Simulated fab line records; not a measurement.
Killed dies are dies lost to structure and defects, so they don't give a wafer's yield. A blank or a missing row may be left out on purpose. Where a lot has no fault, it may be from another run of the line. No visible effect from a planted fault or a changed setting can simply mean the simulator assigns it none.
Which tool did it? -- flow n5Finfet -- Sampling: 11 lots, 31 wafers, 4 of 1938 route steps

## WHAT THE GAUGES SHOWED, per wafer
N5_BEOL_M5_OVL_MEAS_29.
lot,measured,on,V4_OVL (nm)
L141,day 8 07:48,overlay-01,-0.3 0.2 -1.1
L140,day 8 11:04,overlay-02,-0.6 -0.5 -0.7
L143,day 8 23:18,overlay-02,-0.7 0.0 -0.2
L142,day 9 05:31,overlay-01,-0.3 0.1 -1.0
L150,day 10 15:15,overlay-01,-1.0 -0.6 -0.2
L152,day 11 12:38,overlay-02,-0.2 -0.1 -0.2
L156,day 12 01:47,overlay-01,-0.5 0.1 0.6
L159,day 12 17:47,overlay-01,-0.3 0.4
L158,day 12 21:57,overlay-01,-0.8 -0.5 -1.1
L162,day 13 10:41,overlay-01,-1.2 -0.5
L163,day 13 16:52,overlay-01,0.1 -0.3 0.5

N5_BEOL_M5_CD_MEAS_35: target cd 28 nm, target cd y 24 nm.
lot,measured,on,cdNm (nm)
L141,day 8 08:28,cdSem-01,28.3 28.1 28.3
L140,day 8 11:43,cdSem-01,27.7 27.7 27.7
L143,day 8 23:58,cdSem-03,28.1 28.4 27.8
L142,day 9 06:11,cdSem-01,27.9 28.9 28.0
L150,day 10 16:17,cdSem-01,28.0 28.2 27.7
L152,day 11 13:20,cdSem-02,27.7 27.8 28.3
L156,day 12 02:26,cdSem-01,28.3 28.6 28.2
L159,day 12 18:26,cdSem-03,28.5 28.0
L158,day 12 22:58,cdSem-01,28.0 28.3 28.4
L162,day 13 11:22,cdSem-01,28.0 28.3
L163,day 13 17:32,cdSem-01,27.7 28.2 27.8

## EACH LOT AND THE TOOL THAT RAN IT (in order: tool; ch and the chambers of the sampled wafers; start)
lot,N5_BEOL_M5_VIA_ETCH_34,N5_BEOL_M5_TRENCH_ETCH_37
L141,"rieDiel-02 ch 0,1,2, day 8 08:04","rieDiel-02 ch 0,1,2, day 8 08:28 or earlier"
L140,"rieDiel-04 ch 0,3, day 8 11:20","rieDiel-04 ch 0,3, day 8 11:43 or earlier"
L143,"rieDiel-06 ch 1,3, day 8 23:34","rieDiel-06 ch 1,3, day 8 23:58 or earlier"
L142,"rieDiel-06 ch 1,2,3, day 9 05:47","rieDiel-06 ch 1,2,3, day 9 06:11 or earlier"
L150,"rieDiel-02 ch 0,1,2, day 10 15:54","rieDiel-02 ch 0,1,2, day 10 16:17 or earlier"
L152,"rieDiel-02 ch 1,2, day 11 12:57","rieDiel-02 ch 1,2, day 11 13:20 or earlier"
L156,"rieDiel-06 ch 1,3, day 12 02:03","rieDiel-06 ch 1,3, day 12 02:26 or earlier"
L159,"rieDiel-04 ch 0,2, day 12 18:02","rieDiel-04 ch 0,2, day 12 18:26 or earlier"
L158,"rieDiel-04 ch 2,3, day 12 22:34","rieDiel-04 ch 2,3, day 12 22:58 or earlier"
L162,"rieDiel-06 ch 2, day 13 10:58","rieDiel-06 ch 2, day 13 11:22 or earlier"
L163,"rieDiel-02 ch 0,3, day 13 17:08","rieDiel-02 ch 0,3, day 13 17:32 or earlier"
- N5_BEOL_M5_VIA_ETCH_34: etches SiCOH lowk in C4F6/O2, target depth 88.3 nm, time 39.2 s.
- N5_BEOL_M5_TRENCH_ETCH_37: etches SiCOH lowk in C4F6/O2, target depth 71.652 nm, time 24.7 s.

## WHAT THE TOOLS THEMSELVES READ (means of the sampled wafers that have a number; where no wafer has one, the mark that the record gives instead)
N5_BEOL_M5_VIA_ETCH_34.
lot,tool,biasW (W),drypumpMotorCurrentA (A),oesProductAu (a.u.),rfVppV (V),showerheadPlenumPTorr (Torr),throttleValvePct (%)
L141,rieDiel-02,185.2,5.8,0.81,659,2.91,20.99
L140,rieDiel-04,185.5,5.8,0.92,665,2.81,20.60
L143,rieDiel-06,185.1,6.0,0.81,662,2.83,20.61
L142,rieDiel-06,184.9,5.9,0.80,667,2.90,20.64
L150,rieDiel-02,177.3,5.7,0.79,637,2.91,21.01
L152,rieDiel-02,169.3,5.9,0.81,609,2.91,20.79
L156,rieDiel-06,184.4,5.8,0.76,669,2.87,20.68
L159,rieDiel-04,184.7,5.6,0.83,664,2.75,20.73
L158,rieDiel-04,184.8,5.8,0.83,652,2.83,20.97
L162,rieDiel-06,185.8,6.0,0.79,671,2.97,20.71
L163,rieDiel-02,185.2,5.6,0.77,665,3.00,20.79

N5_BEOL_M5_TRENCH_ETCH_37.
lot,tool,biasW (W),drypumpMotorCurrentA (A),oesProductAu (a.u.),rfVppV (V),showerheadPlenumPTorr (Torr),throttleValvePct (%)
L141,rieDiel-02,184.7,5.7,0.81,658,2.91,21.03
L140,rieDiel-04,184.8,5.8,0.92,664,2.81,20.63
L143,rieDiel-06,184.5,6.0,0.82,661,2.83,20.63
L142,rieDiel-06,185.0,5.9,0.81,667,2.90,20.67
L150,rieDiel-02,184.9,5.8,0.79,659,2.91,21.05
L152,rieDiel-02,184.9,5.9,0.83,654,2.91,20.83
L156,rieDiel-06,185.0,5.8,0.76,668,2.87,20.71
L159,rieDiel-04,185.2,5.5,0.83,664,2.75,20.77
L158,rieDiel-04,185.1,5.8,0.83,652,2.83,21.00
L162,rieDiel-06,185.2,6.0,0.78,670,2.97,20.73
L163,rieDiel-02,184.7,5.6,0.78,664,3.00,20.83

## THE ANSWER, worked out from the rows above alone
Rule: what is usual is taken from the lots themselves. Put in order of their means at a reading, lots are off if they are a third of the lots or fewer, leave a main group of 4 or more, and stand apart from it by a gap of 3 or more times the standard deviation of the main group's means; of several such gaps the widest counts. A main group is skipped when, at the precision printed for the reading in the tables above, its means are all equal. A lot without any number at a reading at which 4 lots or more have one is off too. All remaining lots with rows at the step are treated as sound. Order of review: gauges by route order, followed by the tools' own readings, for which a lot's mean as printed above is used. The first step at which some lot is off is used, and at that step the reading that is off furthest; a lot without a number counts as furthest.
Off: L150, L152 (N5_BEOL_M5_VIA_ETCH_34, biasW). For the main group the mean is 185.1 W and the standard deviation 0.4.
If a tool, at that step or one of the process steps before it, ran each lot that is off and ran no sound lot following the first of them, it fits. No candidate that was tried fits.

## WHAT HAD BEEN PUT IN BY THE SIMULATOR
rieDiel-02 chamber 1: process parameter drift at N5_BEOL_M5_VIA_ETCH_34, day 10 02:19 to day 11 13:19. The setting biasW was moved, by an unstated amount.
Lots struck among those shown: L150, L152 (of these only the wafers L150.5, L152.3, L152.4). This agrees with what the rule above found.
